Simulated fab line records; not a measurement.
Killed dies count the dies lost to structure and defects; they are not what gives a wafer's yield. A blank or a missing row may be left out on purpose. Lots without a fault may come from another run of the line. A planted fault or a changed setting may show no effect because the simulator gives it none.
Comparing a struck lot with a sound one    flow nand-harc    15 steps out of a route of 1302
Sound: these wafers, L883.1, L883.2, L883.4. Wafers struck: L876.1, L876.3, L876.6. The cause is named last.
At each step with rows: each side's tool, then ch and its chambers, then its first start. Under that, the readings that differ: sound wafers    struck wafers    difference of the means    sigmas: that difference in standard deviations of wafers without a fault.
alike: readings whose means differ by less than 2 such deviations, and words and numbers that are the same on both sides. not compared: withheld readings, readings that some wafer has no value for, bounds like >300 that may hide the same value, and numbers for which the record gives no deviation and whose values overlap.
A row with sigmas, a row that says differs or no value, or rows on one side alone: a step with any of these is where the two part. Numbers that have no deviation but don't overlap get no sigmas and don't part them. A reading missing from all wafers of one side parts the sides only when that side holds two or more wafers.

first, 4 steps without rows for these wafers: NHARC_A_BLC_EBR_06; NHARC_A_BLC_EXPOSE_07 (exposes mask A BLC, target cd 100 nm); NHARC_A_BLC_PEB_08 (peb time 65 s); NHARC_A_BLC_DEVELOP_09 (develop time 35 s).
NHARC_A_BLC_CD_MEAS_10: target cd 100 nm.
  sound on cd-sem-01 ch 0, day 28 13:03; struck on cd-sem-02 ch 0, day 25 11:18
  alike: cd-nm
NHARC_A_BLC_OVL_MEAS_11:
  struck on overlay-01, day 25 11:23; sound on overlay-02, day 28 13:08
  alike: overlay-x-nm, overlay-y-nm
NHARC_A_BLC_INSPECT_12:
  struck on defect-inspect-01, day 25 11:25; sound on defect-inspect-02, day 28 13:10
  alike: raw-defect-count
NHARC_A_BLC_DESCUM_15: chemistry O2, time 3 s.
  sound on rie-diel-09 ch 1,3, day 28 13:14; struck on rie-diel-09 ch 0,2, day 25 11:29
  alike: drypump-motor-current-A, oes-product-au, rf-vpp-V, showerhead-plenum-p-Torr, throttle-valve-pct
  not compared: rf-hours-counter-h
NHARC_A_BLC_ETCH_16: etches the open film in CF4, target depth 39 nm, time 65 s.
  sound on rie-diel-09 ch 0,1,3, day 28 13:20; struck on rie-diel-09 ch 0,1,2, day 25 11:35
  alike: drypump-motor-current-A, oes-product-au, rf-vpp-V, showerhead-plenum-p-Torr, throttle-valve-pct
  not compared: rf-hours-counter-h
NHARC_A_BLC_ETCH_17: etches the open film in N2/H2, target depth 390 nm, time 609.38 s.
  sound: rie-diel-09 ch 0,1; struck: rie-diel-09 ch 1,2,3
  alike: drypump-motor-current-A, oes-product-au, rf-vpp-V, showerhead-plenum-p-Torr, throttle-valve-pct
  not compared: rf-hours-counter-h
NHARC_A_BLC_ETCH_18: etches the open film in C4F8/O2/Ar, target depth 910 nm.
  sound: rie-diel-09 ch 0,1,3; struck: rie-diel-09 ch 0,3
  alike: oes-product-au, rf-vpp-V
  not compared: rf-hours-counter-h
NHARC_A_BLC_CD_MEAS_19:
  struck on cd-sem-02, day 25 12:27; sound on cd-sem-01, day 28 14:23
  alike: cd-nm
NHARC_A_BLC_STRIP_29: strips in CF4.
  sound on rie-diel-07 ch 0,1,3, day 28 14:28; struck on rie-diel-03 ch 2,3, day 25 12:32
  no value came back on the struck wafers for any of 8 readings (bias-w (W), cf4-flow-sccm (sccm) and others); on the sound wafers bias-w (W) reads 0 0 0
NHARC_A_BLC_STRIP_21: strips in O2.
  sound on rie-diel-07 ch 1,2,3, day 28 14:34; struck on rie-diel-03 ch 1,3, day 25 12:38
  alike: chamber-pressure-mTorr, drypump-motor-current-A, oes-product-au, rf-vpp-V, showerhead-plenum-p-Torr, throttle-valve-pct
  not compared: rf-hours-counter-h
-- the record jumps here: 2 days lie between the struck wafers' starts before and after (it left off in module A_BLC and takes up again in module END, whose first step shown is number 1302 of the route) --
NHARC_END_SORT_01:
  sound on prober-01 ch 0, day 30 08:56; struck on prober-01 ch 0, day 27 15:26
  alike: killed-at-array, killed-at-other, killed-at-periphery, killed-dies, killed-open, killed-short

WHERE THEY PART
NHARC_A_BLC_STRIP_29 only, going by this record. Later steps at which nothing parts them and some readings are alike: NHARC_A_BLC_STRIP_21, NHARC_END_SORT_01.

WHY: whatever the simulator had introduced
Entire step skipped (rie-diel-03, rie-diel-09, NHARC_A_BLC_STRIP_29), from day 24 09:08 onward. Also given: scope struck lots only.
